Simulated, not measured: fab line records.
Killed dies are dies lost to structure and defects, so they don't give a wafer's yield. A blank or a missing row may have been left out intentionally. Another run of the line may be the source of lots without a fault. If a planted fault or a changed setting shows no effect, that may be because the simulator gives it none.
8D (eight disciplines) problem report, filled in by code | flow n5Finfet | the parts of the form that need people (team, actions taken, sign-off) are left out

== 1. WHAT IS WRONG ==
Mean of killed_at_M0_to_M3 at N5_PASSIVATION_PROBE_49: 142 across 6 wafers in 2 lots; on wafers with no fault it is 35 (standard deviation 11). Relative to the usual mean, that is a shift of +9.7 standard deviations.
The first sign was on wafer L752.2 at day 14 23:36, on prober-01. Wafers with a number at this step in the record: 6, from 2 lots. The rule behind "out" and "out of limits": a value lying over 4 standard deviations away from the usual mean. The other wafers with a number count as sound.

== 2. WHAT IT IS, AND WHAT IT ISN'T ==
question                    | is                     | is not
which readings at this step | killed_at_M0_to_M3     | killed_at_M4_up, killedAtContacts, killedAtFrontEnd, killedAtOther, killedOpen, killedShort, sort_bin_6_memory
which lots                  | L752, L753             | -
which wafers of those lots  | all that have a number | -
read on which tools         | prober-01              | -
when                        | from day 14 23:36      | up to then (0 sound wafers)

== 3. SUSPECTS, AND WHAT RULES EACH OUT ==
Counting: a tool stays on the suspect list if, at a process step up to the reading, it processed all lots that are out and no sound lot following the first of them.
- cvdCo-01 at N5_BEOL_M2_CVD_47 (deposits Co from CCTBA/H2, target thk 3 nm, time 223.8 s): kept. It ran every lot that is out, first L752 (day 9 07:12), and no sound lot after that.
- prober-01 at N5_PASSIVATION_PROBE_49: kept. It ran every lot that is out, first L752 (day 14 23:36), and no sound lot after that. Out on those wafers are its own readings of killed_at_M0_to_M3.
The count leaves prober-01 at N5_PASSIVATION_PROBE_49 and cvdCo-01 at N5_BEOL_M2_CVD_47.

== 4. THE CAUSE (what the simulator had put in) ==
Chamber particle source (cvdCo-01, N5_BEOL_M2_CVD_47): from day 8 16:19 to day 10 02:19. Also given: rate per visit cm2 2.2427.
Counting left 2 suspects, and this tool is among them.

== 5. SEQUENCE OF EFFECTS, ordered by route ==
One row per reading whose mean, taken over the struck wafers that have a number, lies over 3 standard deviations from the usual. Only readings for which the record gives a usual standard deviation are gone through. hours: the time from each lot's start at the first step in this table that gives one to its start at this step, as a median over the lots. sigmas: the change in usual standard deviations.
hours | step                    | reading             | usual  | on struck wafers | change | sigmas
0     | N5_PASSIVATION_PROBE_49 | defectLimitedYield  | 91.0 % | 82.8             | -8.2   | -5.5
0     | N5_PASSIVATION_PROBE_49 | killed_at_M0_to_M3  | 35     | 142              | +107   | +9.7
0     | N5_PASSIVATION_PROBE_49 | killedDies          | 106    | 203              | +97    | +5.4
0     | N5_PASSIVATION_PROBE_49 | sort_bin_5_function | 5.2 %  | 9.8              | +4.6   | +4.7
0     | N5_PASSIVATION_PROBE_49 | sortNPass           | 1074   | 977              | -97    | -5.4
0     | N5_PASSIVATION_PROBE_49 | sortYieldPct        | 91.0 % | 82.8             | -8.2   | -5.5
It contains these process steps:
- N5_PASSIVATION_PROBE_49

== 6. WHAT WOULD HAVE CAUGHT IT SOONER ==
In this record no reading fell out of limits until day 14 23:36, 151 hours after the fault had begun at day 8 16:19.
By day 14 23:36, every lot that is out (2) had started N5_BEOL_M2_CVD_47 on cvdCo-01. Holding the tool at that point would not have protected any of them.
